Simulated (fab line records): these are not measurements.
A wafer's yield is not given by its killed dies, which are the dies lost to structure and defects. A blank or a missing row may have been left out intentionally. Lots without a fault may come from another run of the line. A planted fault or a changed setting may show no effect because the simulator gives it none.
A struck lot beside a sound one || flow n5Finfet || 38 steps out of a route of 1938
Sound: the wafers L438.2, L438.3, L438.6. Struck: wafer L460.3 (left out: L460.1, L460.5 of the same lot, which were not struck); the cause appears at the end.
For every step that has rows: the tool of each side, followed by ch and its chambers, followed by its first start. Under that, the readings that differ: sound wafers || struck wafers || difference of the means || sigmas: that difference in standard deviations of wafers without a fault.
alike: words and numbers the same on both sides, and readings whose means are apart by under 2 such deviations; not compared: readings that were withheld, readings missing a value for some wafer, numbers with overlapping values and no deviation given by the record, and bounds like >300 which may hide the same value.
The two part at a step that has a row with sigmas, a row that says differs or no value, or rows on one side only. Non-overlapping numbers with no deviation appear without sigmas and do not part them. Lack of a reading on every wafer of one side parts them only where that side has two or more wafers.

first, 6 steps without rows for these wafers: N5_WELL_APT_EBR_04; N5_WELL_APT_SOFTBAKE_03 (time 60 s); N5_WELL_APT_EXPOSE_05 (exposes mask NWELL, defocus 0 nm, target cd 200 nm); N5_WELL_APT_PEB_06 (peb time 90 s); N5_WELL_APT_DEVELOP_07 (develop time 45 s); N5_WELL_APT_HARDBAKE_12 (time 120 s).
N5_WELL_APT_CD_MEAS_08: target cd 200 nm.
  sound on cdSem-01 ch 0, day 1 19:42; struck on cdSem-02 ch 0, day 7 07:41
  alike: cdNm
N5_WELL_APT_OVL_MEAS_09:
  sound on overlay-02 ch 0, day 1 19:44; struck on overlay-02 ch 0, day 7 07:43
  alike: NWELL_OVL
N5_WELL_APT_INSPECT_10: inspects for defects (macro).
  sound on defectInspect-02, day 1 19:45; struck on defectInspect-01, day 7 07:44
  alike: rawDefectCount
N5_WELL_APT_DESCUM_13: chemistry O2, time 7.9 s.
  sound on rieDiel-02 ch 1,3, day 1 19:47; struck on rieDiel-02 ch 0, day 7 07:46
  alike: drypumpMotorCurrentA, oesProductAu, rfVppV, showerheadPlenumPTorr, throttleValvePct
  not compared: rfHoursCounterH
then, 2 steps without rows for these wafers: N5_WELL_APT_IMPLANT_14; N5_WELL_APT_IMPLANT_15.
N5_WELL_APT_STRIP_16: strips in SPM, time 900 s.
  sound on wetBench-06 ch 0,3,7, day 1 20:16; struck on wetBench-01 ch 0,6,7, day 7 08:16
then, 8 steps without rows for these wafers: N5_WELL_APT_HMDS_18 (time 60 s); N5_WELL_APT_COAT_19 (resist thk 950 nm); N5_WELL_APT_EBR_21; N5_WELL_APT_SOFTBAKE_20 (time 60 s); N5_WELL_APT_EXPOSE_22 (exposes mask PWELL, defocus 0 nm, target cd 200 nm); N5_WELL_APT_PEB_23 (peb time 90 s); N5_WELL_APT_DEVELOP_24 (develop time 45 s); N5_WELL_APT_HARDBAKE_29 (time 120 s).
N5_WELL_APT_CD_MEAS_25: target cd 200 nm.
  sound on cdSem-03 ch 0, day 1 20:57; struck on cdSem-03 ch 0, day 7 08:48
{"reading": "cdNm (nm)", "sound": "200.1 196.6 195.4", "struck": 201.1, "difference": "+3.7", "sigmas": "+2"}
N5_WELL_APT_OVL_MEAS_26:
  sound on overlay-01 ch 0, day 1 20:59; struck on overlay-02 ch 0, day 7 08:50
  alike: PWELL_OVL
N5_WELL_APT_INSPECT_27: inspects for defects (macro).
  sound on defectInspect-02, day 1 21:00; struck on defectInspect-02, day 7 08:52
{"reading": "rawDefectCount", "sound": "2 2 0", "struck": ">300", "difference": "differs", "sigmas": ""}
N5_WELL_APT_DESCUM_30: chemistry O2, time 7.9 s.
  sound on rieDiel-04 ch 0,3, day 1 21:07; struck on rieDiel-02 ch 2, day 7 08:53
  alike: drypumpMotorCurrentA, oesProductAu, rfVppV, showerheadPlenumPTorr, throttleValvePct
  not compared: rfHoursCounterH
then, 3 steps without rows for these wafers: N5_WELL_APT_IMPLANT_31; N5_WELL_APT_IMPLANT_32; N5_WELL_APT_STRIP_33 (strips in SPM, time 900 s).
N5_WELL_APT_RTA_34: time 10 s.
  sound on rtpAnneal-02 ch 0, day 1 21:54; struck on rtpAnneal-01 ch 0, day 7 09:39
  alike: lampPowerPct, wafer_temp_C_max
then, 4 steps without rows for these wafers: N5_WELL_APT_OXIDE_STRIP_42 (strips SiO2 in dHF, time 45 s, target depth 12 nm); N5_WELL_APT_PRECLEAN_36 (cleans in O3/DIW, time 45 s); N5_WELL_APT_PRECLEAN_39 (cleans in dHF, time 60 s); N5_WELL_APT_SRD_37 (time 30 s).
N5_WELL_APT_EPI_41: deposits Si from SiH4/H2, target thk 50 nm, time 297.7 s.
  sound on epiRpcvd-02 ch 0, day 1 22:13; struck on epiRpcvd-01 ch 0, day 7 09:53
  alike: throttleValvePct
N5_WELL_APT_INSPECT_38: inspects for defects (darkfield).
  sound on defectInspect-02, day 1 22:45; struck on defectInspect-01, day 7 10:32
{"reading": "rawDefectCount", "sound": "17 19 13", "struck": 603, "difference": "+587", "sigmas": "+99 or more"}
N5_PMOS_HMC_CHANNEL_EPI_HM_DEP_34: deposits SiO2 from TEOS/O2, target thk 36 nm, time 6.9 s.
  sound on pecvd-02 ch 1,2, day 1 22:47; struck on pecvd-01 ch 2, day 7 10:34
{"reading": "heaterPowerW (W)", "sound": "689 604 689", "struck": 417, "difference": -244, "sigmas": -3}
  alike: showerheadPlenumPTorr, throttleValvePct
-- record jumps: 8 days separate the struck wafers' starts on either side; left off in module PMOS_HMC_CHANNEL_EPI, taken up again in module BEOL_M4, whose first shown step is the route's number 1111 --
N5_BEOL_M4_RC_MEAS_101:
  sound on prober-01 ch 0, day 8 18:54; struck on prober-02 ch 0, day 14 22:38
{"reading": "DIBL_P (mV/V)", "sound": "36.8 37.6 37.2", "struck": 32.7, "difference": -4.5, "sigmas": -3}
{"reading": "IOFF_N (nA/um)", "sound": "0.184 0.185 0.184", "struck": 0.112, "difference": -0.072, "sigmas": -3}
{"reading": "ION_N (uA/um)", "sound": "683 687 670", "struck": 658, "difference": -22, "sigmas": -2}
{"reading": "SS_P (mV/dec)", "sound": "73.1 73.6 73.9", "struck": 71.8, "difference": -1.7, "sigmas": -3}
{"reading": "VT_N (mV)", "sound": "248.1 247.5 245.4", "struck": 255.1, "difference": "+8.1", "sigmas": "+3"}
{"reading": "VT_P (mV)", "sound": "-252.1 -253.5 -253.0", "struck": -245.7, "difference": "+7.2", "sigmas": "+2"}
  alike: DIBL_N, IOFF_P, ION_P, SS_N
-- the record jumps here: 5 days lie between the struck wafers' starts before and after (it left off in module BEOL_M4 and takes up again in module PASSIVATION, whose first step shown is number 1936 of the route) --
N5_PASSIVATION_PROBE_49:
  the record has rows for the struck wafers here (prober-01, day 19 17:54) and none for the sound ones

== WHERE THEY PART ==
Last at N5_PASSIVATION_PROBE_49 as far as this record goes, first at N5_WELL_APT_CD_MEAS_25.

WHY: what had been put in by the simulator
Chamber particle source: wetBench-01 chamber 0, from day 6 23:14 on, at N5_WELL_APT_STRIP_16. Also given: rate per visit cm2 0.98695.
